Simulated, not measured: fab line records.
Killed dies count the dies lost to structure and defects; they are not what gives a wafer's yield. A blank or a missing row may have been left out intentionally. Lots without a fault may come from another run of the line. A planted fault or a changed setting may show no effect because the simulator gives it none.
The tool behind it: which one? :: flow n5 finfet :: 24 lots, 72 wafers sampled, at 5 steps of a route of 1938

WHAT THE GAUGES READ, wafer by wafer
N5_BEOL_M6_OVL_MEAS_29. Usual: V5_OVL 0.0 nm, standard deviation 0.71.
lot: L074
measured: day 8 08:10
on: overlay-01
V5_OVL (nm): 0.6 1.4 1.0
flag: 

lot: L075
measured: day 8 17:24
on: overlay-02
V5_OVL (nm): -0.3 -0.3 -0.1
flag: 

lot: L077
measured: day 9 06:19
on: overlay-02
V5_OVL (nm): 0.1 -0.4 0.3
flag: 

lot: L076
measured: day 9 10:16
on: overlay-02
V5_OVL (nm): 0.9 0.3 -0.1
flag: 

lot: L079
measured: day 9 14:20
on: overlay-01
V5_OVL (nm): -0.4 0.7 0.2
flag: 

lot: L078
measured: day 9 22:50
on: overlay-01
V5_OVL (nm): 1.0 -0.1 0.3
flag: 

lot: L080
measured: day 10 12:17
on: overlay-01
V5_OVL (nm): -0.8 0.8 -0.1
flag: 

lot: L083
measured: day 10 15:49
on: overlay-01
V5_OVL (nm): 0.4 0.5 -0.7
flag: 

lot: L081
measured: day 10 16:00
on: overlay-01
V5_OVL (nm): 0.3 -0.2 0.7
flag: 

lot: L082
measured: day 10 19:49
on: overlay-01
V5_OVL (nm): 0.1 -0.7 -0.7
flag: 

lot: L084
measured: day 11 07:09
on: overlay-02
V5_OVL (nm): 0.8 0.0 0.7
flag: 

lot: L085
measured: day 11 14:29
on: overlay-02
V5_OVL (nm): -0.8 -0.7 0.0
flag: 

lot: L086
measured: day 11 23:17
on: overlay-02
V5_OVL (nm): -0.3 -0.2 -0.6
flag: 

lot: L087
measured: day 12 10:12
on: overlay-01
V5_OVL (nm): 0.0 -0.4 0.3
flag: 

lot: L089
measured: day 12 12:33
on: overlay-02
V5_OVL (nm): 0.7 1.1 0.7
flag: 

lot: L088
measured: day 12 17:31
on: overlay-02
V5_OVL (nm): 0.3 -0.5 -0.4
flag: 

lot: L090
measured: day 13 06:08
on: overlay-01
V5_OVL (nm): -0.6 0.6 -0.7
flag: 

lot: L091
measured: day 13 17:22
on: overlay-01
V5_OVL (nm): -1.0 -0.4 -0.4
flag: 

lot: L093
measured: day 13 22:56
on: overlay-01
V5_OVL (nm): -0.7 0.6 0.4
flag: 

lot: L094
measured: day 13 23:04
on: overlay-02
V5_OVL (nm): 0.6 0.4 -0.2
flag: 

lot: L095
measured: day 14 05:25
on: overlay-01
V5_OVL (nm): -1.3 -1.2 0.0
flag: 

lot: L092
measured: day 14 13:28
on: overlay-02
V5_OVL (nm): -0.5 0.5 -1.7
flag: 

lot: L096
measured: day 14 19:24
on: overlay-02
V5_OVL (nm): -0.1 1.3 0.7
flag: 

lot: L097
measured: day 15 11:35
on: overlay-01
V5_OVL (nm): -0.6 -1.0 0.7
flag: 

N5_BEOL_M6_INSPECT_58: inspects for defects (darkfield). Usual: raw defect count 67, standard deviation 20.
lot: L074
measured: day 8 11:44
on: defect inspect-01
raw defect count: 106 81 104
flag: 

lot: L075
measured: day 8 20:14
on: defect inspect-01
raw defect count: 63 52 44
flag: 

lot: L077
measured: day 9 09:23
on: defect inspect-01
raw defect count: 106 56 30
flag: 

lot: L076
measured: day 9 13:45
on: defect inspect-02
raw defect count: 52 77 41
flag: 

lot: L079
measured: day 9 17:38
on: defect inspect-01
raw defect count: 87 74 70
flag: 

lot: L078
measured: day 10 02:22
on: defect inspect-01
raw defect count: 55 53 57
flag: 

lot: L080
measured: day 10 15:46
on: defect inspect-02
raw defect count: 63 81 54
flag: 

lot: L083
measured: day 10 19:17
on: defect inspect-02
raw defect count: 101 81 69
flag: 

lot: L081
measured: day 10 19:44
on: defect inspect-02
raw defect count: 37 38 41
flag: 

lot: L082
measured: day 10 23:23
on: defect inspect-02
raw defect count: 62 92 70
flag: 

lot: L084
measured: day 11 11:17
on: defect inspect-01
raw defect count: 65 85 50
flag: 

lot: L085
measured: day 11 18:32
on: defect inspect-01
raw defect count: 40 62 78
flag: 

lot: L086
measured: day 12 02:43
on: defect inspect-02
raw defect count: 84 65 96
flag: 

lot: L087
measured: day 12 14:40
on: defect inspect-01
raw defect count: 57 43 75
flag: 

lot: L089
measured: day 12 15:40
on: defect inspect-02
raw defect count: 63 69 44
flag: 

lot: L088
measured: day 12 21:14
on: defect inspect-01
raw defect count: 87 60 98
flag: 

lot: L090
measured: day 13 08:59
on: defect inspect-02
raw defect count: 48 44 49
flag: 

lot: L091
measured: day 13 20:10
on: defect inspect-01
raw defect count: 57 76 73
flag: 

lot: L093
measured: day 14 02:12
on: defect inspect-01
raw defect count: 55 48 54
flag: 

lot: L094
measured: day 14 03:56
on: defect inspect-01
raw defect count: 70 90 72
flag: 

lot: L095
measured: day 14 10:04
on: defect inspect-01
raw defect count: 104 69 89
flag: 

lot: L092
measured: day 14 18:04
on: defect inspect-02
raw defect count: 66 68 74
flag: 

lot: L096
measured: day 14 22:16
on: defect inspect-01
raw defect count: 78 78 52
flag: 

lot: L097
measured: day 15 16:16
on: defect inspect-02
raw defect count: 54 51 43
flag: 

N5_BEOL_M7_INSPECT_13: inspects for defects (brightfield). Usual: raw defect count 410, standard deviation 84.
lot: L074
measured: day 8 13:29
on: defect inspect-01
raw defect count: 432 326 409
flag: 

lot: L075
measured: day 8 22:19
on: defect inspect-01
raw defect count: 414 401 317
flag: 

lot: L077
measured: day 9 12:16
on: defect inspect-02
raw defect count: 390 439 395
flag: 

lot: L076
measured: day 9 15:58
on: defect inspect-01
raw defect count: 479 343 487
flag: 

lot: L079
measured: day 9 20:11
on: defect inspect-01
raw defect count: 587 526 348
flag: 

lot: L078
measured: day 10 04:56
on: defect inspect-01
raw defect count: 384 327 329
flag: 

lot: L080
measured: day 10 17:22
on: defect inspect-01
raw defect count: 355 356 291
flag: 

lot: L083
measured: day 10 21:04
on: defect inspect-02
raw defect count: 505 456 531
flag: 

lot: L081
measured: day 10 21:22
on: defect inspect-01
raw defect count: 406 393 317
flag: 

lot: L082
measured: day 11 01:32
on: defect inspect-02
raw defect count: 335 428 341
flag: 

lot: L084
measured: day 11 15:18
on: defect inspect-01
raw defect count: 314 298 268
flag: 

lot: L085
measured: day 11 20:27
on: defect inspect-02
raw defect count: 431 340 324
flag: 

lot: L086
measured: day 12 06:26
on: defect inspect-02
raw defect count: 447 417 483
flag: 

lot: L087
measured: day 12 17:22
on: defect inspect-02
raw defect count: 289 304 308
flag: 

lot: L089
measured: day 12 17:36
on: defect inspect-01
raw defect count: 453 439 483
flag: 

lot: L088
measured: day 13 00:32
on: defect inspect-01
raw defect count: 344 426 467
flag: 

lot: L090
measured: day 13 12:41
on: defect inspect-02
raw defect count: 358 314 384
flag: 

lot: L091
measured: day 13 21:19
on: defect inspect-01
raw defect count: 313 383 383
flag: 

lot: L093
measured: day 14 04:25
on: defect inspect-01
raw defect count: 498 470 505
flag: 

lot: L094
measured: day 14 06:02
on: defect inspect-02
raw defect count: 467 344 327
flag: 

lot: L095
measured: day 14 11:53
on: defect inspect-01
raw defect count: 563 524 509
flag: 

lot: L092
measured: day 14 20:40
on: defect inspect-01
raw defect count: 482 410 645
flag: 

lot: L096
measured: day 15 00:02
on: defect inspect-01
raw defect count: 419 329 301
flag: 

lot: L097
measured: day 15 19:23
on: defect inspect-01
raw defect count: 418 359 323
flag: 

N5_BEOL_M7_CD_MEAS_28: the cd target is 40 nm. Usual: cd nm 40.05 nm, standard deviation 0.23.
lot: L074
measured: day 8 17:38
on: cd sem-02
cd nm (nm): 39.68 40.07 40.11
flag: 

lot: L075
measured: day 9 00:19
on: cd sem-02
cd nm (nm): 39.61 40.04 40.19
flag: 

lot: L077
measured: day 9 14:21
on: cd sem-03
cd nm (nm): 40.02 39.74 40.37
flag: 

lot: L076
measured: day 9 16:55
on: cd sem-03
cd nm (nm): 40.29 40.03 40.28
flag: 

lot: L079
measured: day 9 22:47
on: cd sem-01
cd nm (nm): 40.20 40.01 39.86
flag: 

lot: L078
measured: day 10 08:10
on: cd sem-01
cd nm (nm): 40.23 39.81 39.46
flag: 

lot: L080
measured: day 10 19:28
on: cd sem-01
cd nm (nm): 39.93 39.75 39.95
flag: 

lot: L083
measured: day 10 22:14
on: cd sem-03
cd nm (nm): 39.88 40.28 40.10
flag: 

lot: L081
measured: day 10 22:29
on: cd sem-01
cd nm (nm): 40.01 40.22 39.95
flag: 

lot: L082
measured: day 11 04:44
on: cd sem-03
cd nm (nm): 40.15 40.12 40.18
flag: 

lot: L084
measured: day 11 18:47
on: cd sem-02
cd nm (nm): 40.03 40.16 39.80
flag: 

lot: L085
measured: day 11 23:11
on: cd sem-02
cd nm (nm): 40.17 39.93 40.26
flag: 

lot: L086
measured: day 12 09:48
on: cd sem-03
cd nm (nm): 40.24 40.12 40.24
flag: 

lot: L087
measured: day 12 18:26
on: cd sem-01
cd nm (nm): 39.83 39.95 40.10
flag: 

lot: L089
measured: day 12 18:50
on: cd sem-03
cd nm (nm): 40.10 40.05 39.68
flag: 

lot: L088
measured: day 13 03:03
on: cd sem-01
cd nm (nm): 40.24 40.03 40.12
flag: 

lot: L090
measured: day 13 18:02
on: cd sem-03
cd nm (nm): 40.51 40.07 40.08
flag: 

lot: L091
measured: day 13 22:44
on: cd sem-02
cd nm (nm): 40.20 40.29 40.07
flag: 

lot: L093
measured: day 14 05:52
on: cd sem-01
cd nm (nm): 40.28 39.96 40.57
flag: 

lot: L094
measured: day 14 08:05
on: cd sem-02
cd nm (nm): 40.18 40.08 39.87
flag: 

lot: L095
measured: day 14 13:29
on: cd sem-01
cd nm (nm): 40.23 39.90 39.61
flag: 

lot: L092
measured: day 14 22:43
on: cd sem-01
cd nm (nm): 40.20 40.22 39.75
flag: 

lot: L096
measured: day 15 06:10
on: cd sem-01
cd nm (nm): 40.05 39.83 39.89
flag: 

lot: L097
measured: day 15 22:13
on: cd sem-02
cd nm (nm): 40.12 39.99 39.78
flag: 

WHICH TOOL RAN EACH LOT (tool, then ch and the chambers of the sampled wafers, then the start)
lot: L074
N5_BEOL_M6_SURFACE_TREAT_79: pvd sputter-02, day 8 10:00

lot: L075
N5_BEOL_M6_SURFACE_TREAT_79: pvd sputter-01, day 8 19:01

lot: L077
N5_BEOL_M6_SURFACE_TREAT_79: pvd sputter-02, day 9 08:02

lot: L076
N5_BEOL_M6_SURFACE_TREAT_79: pvd sputter-01, day 9 12:28

lot: L079
N5_BEOL_M6_SURFACE_TREAT_79: pvd sputter-01, day 9 16:22

lot: L078
N5_BEOL_M6_SURFACE_TREAT_79: pvd sputter-01, day 10 00:55

lot: L080
N5_BEOL_M6_SURFACE_TREAT_79: pvd sputter-03, day 10 14:20

lot: L083
N5_BEOL_M6_SURFACE_TREAT_79: pvd sputter-03, day 10 17:44

lot: L081
N5_BEOL_M6_SURFACE_TREAT_79: pvd sputter-02, day 10 17:51

lot: L082
N5_BEOL_M6_SURFACE_TREAT_79: pvd sputter-01, day 10 21:23

lot: L084
N5_BEOL_M6_SURFACE_TREAT_79: pvd sputter-02, day 11 10:01

lot: L085
N5_BEOL_M6_SURFACE_TREAT_79: pvd sputter-01, day 11 16:23

lot: L086
N5_BEOL_M6_SURFACE_TREAT_79: pvd sputter-03, day 12 01:13

lot: L087
N5_BEOL_M6_SURFACE_TREAT_79: pvd sputter-02, day 12 13:19

lot: L089
N5_BEOL_M6_SURFACE_TREAT_79: pvd sputter-02, day 12 14:28

lot: L088
N5_BEOL_M6_SURFACE_TREAT_79: pvd sputter-02, day 12 19:39

lot: L090
N5_BEOL_M6_SURFACE_TREAT_79: pvd sputter-02, day 13 07:47

lot: L091
N5_BEOL_M6_SURFACE_TREAT_79: pvd sputter-03, day 13 18:46

lot: L093
N5_BEOL_M6_SURFACE_TREAT_79: pvd sputter-03, day 14 00:56

lot: L094
N5_BEOL_M6_SURFACE_TREAT_79: pvd sputter-03, day 14 01:05

lot: L095
N5_BEOL_M6_SURFACE_TREAT_79: pvd sputter-03, day 14 08:46

lot: L092
N5_BEOL_M6_SURFACE_TREAT_79: pvd sputter-03, day 14 16:48

lot: L096
N5_BEOL_M6_SURFACE_TREAT_79: pvd sputter-02, day 14 21:00

lot: L097
N5_BEOL_M6_SURFACE_TREAT_79: pvd sputter-03, day 15 13:43
- N5_BEOL_M6_SURFACE_TREAT_79

AS READ BY THE TOOLS THEMSELVES (means over the sampled wafers that have a number; for cases with no such wafer, the mark the record gives instead)
The record holds no such reading with a usual standard deviation.

THE ANSWER, worked out from the rows above alone
Rule: a lot counts as off when the mean over its wafers that have a number is more than 3 standard deviations away from the usual mean. Also off: a lot with no number at a reading for which 4 or more lots have one. The other lots that the step has rows for count as sound. First the gauges in route order, then the tools' own readings, where a lot's mean is used as printed above. The first step at which some lot is off is used, and at that step the reading that is off furthest; a lot without a number counts as furthest.
No lot is off on any of the readings shown, so nothing can be concluded from this.

WHAT THE SIMULATOR HAD PUT IN
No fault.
